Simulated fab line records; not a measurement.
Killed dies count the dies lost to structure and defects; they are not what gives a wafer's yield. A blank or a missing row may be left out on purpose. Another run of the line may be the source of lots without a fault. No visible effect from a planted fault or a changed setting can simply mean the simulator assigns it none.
fab line records :: flow nandHarc
[record]
  lots = 6
  wafers = 16
  lastDay = 32
route steps=1302 shown A_ONON_D1@424
lots untouched by any fault: they come from a run of this same line in which no faults occurred
startH: hours from the record's opening day to when the first of the lot's shown wafers began :: waitH: hours since the lot's step before :: " as in the row above :: L1.1+2: a single row standing in for several wafers :: - no value present, or no start provided :: * or withheld: withheld :: < > ~ a bound
route shown NAME@n: a module of which the file shows steps, and the number in the route of the first :: usual: mean/standard deviation of fault-free wafers :: same: alike in all rows :: chamber/n: place in a boat :: sites: the reading at each site :: _std_site: the values' standard deviation :: _edge_site: outer sites' mean less inner sites' :: radiusMm: for every site, how far away it sits from the centre of the wafer :: mask NAME#n: copy n :: behind: tool/chamber where the wafer was last shaped :: hold: why the lot went on hold/how many hours it stayed there/how the hold came to an end :: device: the n, p or np transistor that did not switch :: end of line: at the end of the route, the tests of the same wafers :: a step without rows: its recipe alone :: killed: at the first sort, the dies lost to defects and structure; wafer yield is something else :: map: a wafer's dies, marking killed ones x, the rest . and places with no die _
set.NAME: the setting as run; set.NAME@STEP: as run at that earlier step :: model.NAME: the simulator's own value behind a step, which no gauge read
certain route steps with their lots: each step a table, each wafer a row
services: when a tool's chamber went out of use (startH, in hours from the record's first day, below 0 if earlier), for how many hours, and the reason
[[steps]]
[step NHARC_A_ONON_D1_DEP_00]
[recipe]
  targetThkA = 10000
  n2FlowSccm = 2750
  n2oFlowSccm = 2000
  nh3FlowSccm = 500
  sih4FlowSccm = 210
  tempC = 400
[step NHARC_A_ONON_D1_THK_MEAS_02]
[recipe]
  thkMeasGauge = ellipsometry
[usual]
  thkNm = 999/9.9
lot.wafer: L659.1
tool: filmMetro-01
chamber: -
startH: 159.82
waitH: -
thkNm: 984

lot.wafer: L659.3
tool: filmMetro-01
chamber: -
startH: 159.82
waitH: -
thkNm: 982

lot.wafer: L659.6
tool: filmMetro-01
chamber: -
startH: 159.82
waitH: -
thkNm: 982

lot.wafer: L662.2
tool: filmMetro-01
chamber: -
startH: 192.82
waitH: -
thkNm: 996

lot.wafer: L662.3
tool: filmMetro-01
chamber: -
startH: 192.82
waitH: -
thkNm: 997

lot.wafer: L662.5
tool: filmMetro-01
chamber: -
startH: 192.82
waitH: -
thkNm: 995

lot.wafer: L673.5
tool: filmMetro-02
chamber: -
startH: 304.28
waitH: -
thkNm: 991

lot.wafer: L674.1
tool: filmMetro-02
chamber: -
startH: 307.87
waitH: -
thkNm: 996

lot.wafer: L674.2
tool: filmMetro-02
chamber: -
startH: 307.87
waitH: -
thkNm: 995

lot.wafer: L674.5
tool: filmMetro-02
chamber: -
startH: 307.87
waitH: -
thkNm: 996

lot.wafer: L677.2
tool: filmMetro-02
chamber: -
startH: 337.13
waitH: -
thkNm: 1022

lot.wafer: L677.3
tool: filmMetro-02
chamber: -
startH: 337.13
waitH: -
thkNm: 1020

lot.wafer: L677.6
tool: filmMetro-02
chamber: -
startH: 337.13
waitH: -
thkNm: 1018

lot.wafer: L679.1
tool: filmMetro-02
chamber: -
startH: 369.03
waitH: -
thkNm: 1011

lot.wafer: L679.3
tool: filmMetro-02
chamber: -
startH: 369.03
waitH: -
thkNm: 1011

lot.wafer: L679.6
tool: filmMetro-02
chamber: -
startH: 369.03
waitH: -
thkNm: 1009
[step NHARC_A_ONON_D1_DEP_03]
[recipe]
  targetThkA = 10000
  n2FlowSccm = 2750
  n2oFlowSccm = 2000
  nh3FlowSccm = 500
  sih4FlowSccm = 210
  tempC = 400
[step NHARC_A_ONON_D1_THK_MEAS_05]
[recipe]
  thkMeasGauge = ellipsometry
[usual]
  thkNm = 999/7.2
lot.wafer: L659.1
tool: filmMetro-01
chamber: -
startH: 160.52
waitH: -
thkNm: 993

lot.wafer: L659.3
tool: filmMetro-01
chamber: -
startH: 160.52
waitH: -
thkNm: 994

lot.wafer: L659.6
tool: filmMetro-01
chamber: -
startH: 160.52
waitH: -
thkNm: 994

lot.wafer: L662.2
tool: filmMetro-01
chamber: -
startH: 193.39
waitH: -
thkNm: 1001

lot.wafer: L662.3
tool: filmMetro-01
chamber: -
startH: 193.39
waitH: -
thkNm: 1000

lot.wafer: L662.5
tool: filmMetro-01
chamber: -
startH: 193.39
waitH: -
thkNm: 1003

lot.wafer: L673.5
tool: filmMetro-02
chamber: -
startH: 304.84
waitH: -
thkNm: 999

lot.wafer: L674.1
tool: filmMetro-02
chamber: -
startH: 308.43
waitH: -
thkNm: 996

lot.wafer: L674.2
tool: filmMetro-02
chamber: -
startH: 308.43
waitH: -
thkNm: 997

lot.wafer: L674.5
tool: filmMetro-02
chamber: -
startH: 308.43
waitH: -
thkNm: 998

lot.wafer: L677.2
tool: filmMetro-02
chamber: -
startH: 337.69
waitH: -
thkNm: 1008

lot.wafer: L677.3
tool: filmMetro-02
chamber: -
startH: 337.69
waitH: -
thkNm: 1007

lot.wafer: L677.6
tool: filmMetro-02
chamber: -
startH: 337.69
waitH: -
thkNm: 1009

lot.wafer: L679.1
tool: filmMetro-01
chamber: -
startH: 369.60
waitH: -
thkNm: 995

lot.wafer: L679.3
tool: filmMetro-01
chamber: -
startH: 369.60
waitH: -
thkNm: 996

lot.wafer: L679.6
tool: filmMetro-01
chamber: -
startH: 369.60
waitH: -
thkNm: 996
[step NHARC_A_ONON_D1_DEP_06]
[recipe]
  targetThkA = 10000
  n2FlowSccm = 2750
  n2oFlowSccm = 2000
  nh3FlowSccm = 500
  sih4FlowSccm = 210
  tempC = 400
[step NHARC_A_ONON_D1_THK_MEAS_08]
[recipe]
  thkMeasGauge = ellipsometry
[usual]
  thkNm = 1000/9.1
lot.wafer: L659.1
tool: filmMetro-01
chamber: -
startH: 161.08
waitH: -
thkNm: 998

lot.wafer: L659.3
tool: filmMetro-01
chamber: -
startH: 161.08
waitH: -
thkNm: 998

lot.wafer: L659.6
tool: filmMetro-01
chamber: -
startH: 161.08
waitH: -
thkNm: 999

lot.wafer: L662.2
tool: filmMetro-02
chamber: -
startH: 193.95
waitH: -
thkNm: 991

lot.wafer: L662.3
tool: filmMetro-02
chamber: -
startH: 193.95
waitH: -
thkNm: 990

lot.wafer: L662.5
tool: filmMetro-02
chamber: -
startH: 193.95
waitH: -
thkNm: 993

lot.wafer: L673.5
tool: filmMetro-02
chamber: -
startH: 305.41
waitH: -
thkNm: 1001

lot.wafer: L674.1
tool: filmMetro-01
chamber: -
startH: 309.00
waitH: -
thkNm: 997

lot.wafer: L674.2
tool: filmMetro-01
chamber: -
startH: 309.00
waitH: -
thkNm: 994

lot.wafer: L674.5
tool: filmMetro-01
chamber: -
startH: 309.00
waitH: -
thkNm: 994

lot.wafer: L677.2
tool: filmMetro-01
chamber: -
startH: 338.26
waitH: -
thkNm: 989

lot.wafer: L677.3
tool: filmMetro-01
chamber: -
startH: 338.26
waitH: -
thkNm: 988

lot.wafer: L677.6
tool: filmMetro-01
chamber: -
startH: 338.26
waitH: -
thkNm: 987

lot.wafer: L679.1
tool: filmMetro-01
chamber: -
startH: 370.17
waitH: -
thkNm: 1013

lot.wafer: L679.3
tool: filmMetro-01
chamber: -
startH: 370.17
waitH: -
thkNm: 1011

lot.wafer: L679.6
tool: filmMetro-01
chamber: -
startH: 370.17
waitH: -
thkNm: 1009
[step NHARC_A_ONON_D1_DEP_09]
[recipe]
  targetThkA = 10000
  n2FlowSccm = 2750
  n2oFlowSccm = 2000
  nh3FlowSccm = 500
  sih4FlowSccm = 210
  tempC = 400
[step NHARC_A_ONON_D1_THK_MEAS_11]
[recipe]
  thkMeasGauge = ellipsometry
[usual]
  thkNm = 999/9.5
lot.wafer: L659.1
tool: filmMetro-02
chamber: -
startH: 161.65
waitH: -
thkNm: 997

lot.wafer: L659.3
tool: filmMetro-02
chamber: -
startH: 161.65
waitH: -
thkNm: 999

lot.wafer: L659.6
tool: filmMetro-02
chamber: -
startH: 161.65
waitH: -
thkNm: 999

lot.wafer: L662.2
tool: filmMetro-02
chamber: -
startH: 194.51
waitH: -
thkNm: 999

lot.wafer: L662.3
tool: filmMetro-02
chamber: -
startH: 194.51
waitH: -
thkNm: 999

lot.wafer: L662.5
tool: filmMetro-02
chamber: -
startH: 194.51
waitH: -
thkNm: 1000

lot.wafer: L673.5
tool: filmMetro-01
chamber: -
startH: 305.97
waitH: -
thkNm: 999

lot.wafer: L674.1
tool: filmMetro-01
chamber: -
startH: 309.57
waitH: -
thkNm: 1001

lot.wafer: L674.2
tool: filmMetro-01
chamber: -
startH: 309.57
waitH: -
thkNm: 1002

lot.wafer: L674.5
tool: filmMetro-01
chamber: -
startH: 309.57
waitH: -
thkNm: 1004

lot.wafer: L677.2
tool: filmMetro-02
chamber: -
startH: 338.83
waitH: -
thkNm: 1005

lot.wafer: L677.3
tool: filmMetro-02
chamber: -
startH: 338.83
waitH: -
thkNm: 1006

lot.wafer: L677.6
tool: filmMetro-02
chamber: -
startH: 338.83
waitH: -
thkNm: 1008

lot.wafer: L679.1
tool: filmMetro-02
chamber: -
startH: 370.74
waitH: -
thkNm: 1001

lot.wafer: L679.3
tool: filmMetro-02
chamber: -
startH: 370.74
waitH: -
thkNm: 1001

lot.wafer: L679.6
tool: filmMetro-02
chamber: -
startH: 370.74
waitH: -
thkNm: 1000
[step NHARC_A_ONON_D1_DEP_12]
[recipe]
  targetThkA = 10000
  n2FlowSccm = 2750
  n2oFlowSccm = 2000
  nh3FlowSccm = 500
  sih4FlowSccm = 210
  tempC = 400
[step NHARC_A_ONON_D1_THK_MEAS_14]
[recipe]
  thkMeasGauge = ellipsometry
[usual]
  thkNm = 1001/9.4
lot.wafer: L659.1
tool: filmMetro-01
chamber: -
startH: 162.21
waitH: -
thkNm: 994

lot.wafer: L659.3
tool: filmMetro-01
chamber: -
startH: 162.21
waitH: -
thkNm: 995

lot.wafer: L659.6
tool: filmMetro-01
chamber: -
startH: 162.21
waitH: -
thkNm: 993

lot.wafer: L662.2
tool: filmMetro-02
chamber: -
startH: 195.08
waitH: -
thkNm: 1011

lot.wafer: L662.3
tool: filmMetro-02
chamber: -
startH: 195.08
waitH: -
thkNm: 1012

lot.wafer: L662.5
tool: filmMetro-02
chamber: -
startH: 195.08
waitH: -
thkNm: 1012

lot.wafer: L673.5
tool: filmMetro-01
chamber: -
startH: 306.54
waitH: -
thkNm: 1011

lot.wafer: L674.1
tool: filmMetro-02
chamber: -
startH: 310.13
waitH: -
thkNm: 983

lot.wafer: L674.2
tool: filmMetro-02
chamber: -
startH: 310.13
waitH: -
thkNm: 984

lot.wafer: L674.5
tool: filmMetro-02
chamber: -
startH: 310.13
waitH: -
thkNm: 985

lot.wafer: L677.2
tool: filmMetro-01
chamber: -
startH: 339.40
waitH: -
thkNm: 1002

lot.wafer: L677.3
tool: filmMetro-01
chamber: -
startH: 339.40
waitH: -
thkNm: 1001

lot.wafer: L677.6
tool: filmMetro-01
chamber: -
startH: 339.40
waitH: -
thkNm: 1000

lot.wafer: L679.1
tool: filmMetro-01
chamber: -
startH: 371.30
waitH: -
thkNm: 979

lot.wafer: L679.3
tool: filmMetro-01
chamber: -
startH: 371.30
waitH: -
thkNm: 981

lot.wafer: L679.6
tool: filmMetro-01
chamber: -
startH: 371.30
waitH: -
thkNm: 980
[step NHARC_A_ONON_D1_ANNEAL_15]
[recipe]
  tempC = 750
  timeS = 3600
[step NHARC_A_ONON_D1_DEP_16]
[recipe]
  targetThkA = 10000
  n2FlowSccm = 2750
  n2oFlowSccm = 2000
  nh3FlowSccm = 500
  sih4FlowSccm = 210
  tempC = 400
lot.wafer: L659.1+3+6
tool: pecvdOnon-04
chamber: 0
startH: 169.24
waitH: 0.1

lot.wafer: L662.2+3+5
tool: pecvdOnon-01
chamber: 0
startH: 202.25
waitH: 0.1

lot.wafer: L673.5
tool: pecvdOnon-01
chamber: 0
startH: 314.12
waitH: 0.3

lot.wafer: L674.1+2+5
tool: pecvdOnon-01
chamber: 0
startH: 317.46
waitH: 0.1

lot.wafer: L677.2+3+6
tool: pecvdOnon-03
chamber: 0
startH: 347.63
waitH: 0.1

lot.wafer: L679.1+3+6
tool: pecvdOnon-01
chamber: 0
startH: 378.39
waitH: 0.1
[step NHARC_A_ONON_D1_THK_MEAS_18]
[recipe]
  thkMeasGauge = ellipsometry
[usual]
  thkNm = 997/10
lot.wafer: L659.1
tool: filmMetro-02
chamber: -
startH: 169.75
waitH: -
hold: -
thkNm: 1000

lot.wafer: L659.3
tool: filmMetro-02
chamber: -
startH: 169.75
waitH: -
hold: -
thkNm: 999

lot.wafer: L659.6
tool: filmMetro-02
chamber: -
startH: 169.75
waitH: -
hold: -
thkNm: 998

lot.wafer: L662.2
tool: filmMetro-02
chamber: -
startH: 202.70
waitH: -
hold: -
thkNm: 1008

lot.wafer: L662.3
tool: filmMetro-02
chamber: -
startH: 202.70
waitH: -
hold: -
thkNm: 1009

lot.wafer: L662.5
tool: filmMetro-02
chamber: -
startH: 202.70
waitH: -
hold: -
thkNm: 1008

lot.wafer: L673.5
tool: filmMetro-01
chamber: -
startH: 314.40
waitH: -
hold: awaitDispo/0.2h/release
thkNm: 674

lot.wafer: L673.5
tool: filmMetro-01
chamber: -
startH: 314.57
waitH: 0.2
hold: -
thkNm: 674

lot.wafer: L674.1
tool: filmMetro-02
chamber: -
startH: 317.97
waitH: -
hold: awaitDispo/0.2h/release
thkNm: 655

lot.wafer: L674.2
tool: filmMetro-02
chamber: -
startH: 317.97
waitH: -
hold: awaitDispo/0.2h/release
thkNm: 993

lot.wafer: L674.5
tool: filmMetro-02
chamber: -
startH: 317.97
waitH: -
hold: awaitDispo/0.2h/release
thkNm: 654

lot.wafer: L674.1
tool: filmMetro-02
chamber: -
startH: 318.14
waitH: 0.2
hold: -
thkNm: 655

lot.wafer: L674.2
tool: filmMetro-02
chamber: -
startH: 318.14
waitH: 0.2
hold: -
thkNm: 993

lot.wafer: L674.5
tool: filmMetro-02
chamber: -
startH: 318.14
waitH: 0.2
hold: -
thkNm: 655

lot.wafer: L677.2
tool: filmMetro-01
chamber: -
startH: 348.08
waitH: -
hold: -
thkNm: 997

lot.wafer: L677.3
tool: filmMetro-01
chamber: -
startH: 348.08
waitH: -
hold: -
thkNm: 996

lot.wafer: L677.6
tool: filmMetro-01
chamber: -
startH: 348.08
waitH: -
hold: -
thkNm: 995

lot.wafer: L679.1
tool: filmMetro-01
chamber: -
startH: 378.90
waitH: -
hold: -
thkNm: 987

lot.wafer: L679.3
tool: filmMetro-01
chamber: -
startH: 378.90
waitH: -
hold: -
thkNm: 990

lot.wafer: L679.6
tool: filmMetro-01
chamber: -
startH: 378.90
waitH: -
hold: -
thkNm: 987
[[services]]
tool: pecvdOnon-03
chamber: -
startH: 227.00
hours: 13.0
kind: pm

tool: pecvdOnon-01
chamber: -
startH: 269.39
hours: 13.0
kind: pm

tool: pecvdOnon-04
chamber: -
startH: 311.12
hours: 13.0
kind: pm
[[key]]
[firstSign]
  step = NHARC_A_ONON_D1_THK_MEAS_18
  reading = visit
  direction = added
[effect]
  step = NHARC_A_ONON_D1_THK_MEAS_18
  reading = thkNm
  direction = down
  sigmas = 34
  usual = 997
  struck = 661
metAt NHARC_A_ONON_D1_DEP_16
struckWafers L673.5,L674.1,L674.5
laterRowsLeftOut L673.5,L674.1,L674.5
sortLeftOut L673.5,L674.1,L674.5
testerLeftOut L673,L674
onsetBetween 202.25 314.12
[fault]
  kind = processParameterDrift
  tool = pecvdOnon-01
  chamber = -
  onsetH = 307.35
  steps = NHARC_A_ONON_D1_DEP_16
  channel = targetThkA
  offset = *
  shape = step
  endH = 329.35
  scope = struckWafersOnly
  actsIn = *
  stated = *
// testerLeftOut: of these lots the tester's yield and bins aren't shown, on N5 and GAA mostly nor the transistor test; their killed dies are dies lost to structure and defects alone, not to doping, threshold or leakage, so they don't give the yield
// sortLeftOut: the simulated sort isn't trusted on such a fault, so these wafers' sort isn't shown, and their yield isn't known
// laterRowsLeftOut: the simulator's readings of these wafers behind a module that went badly wrong aren't trusted and aren't shown, but for the sort
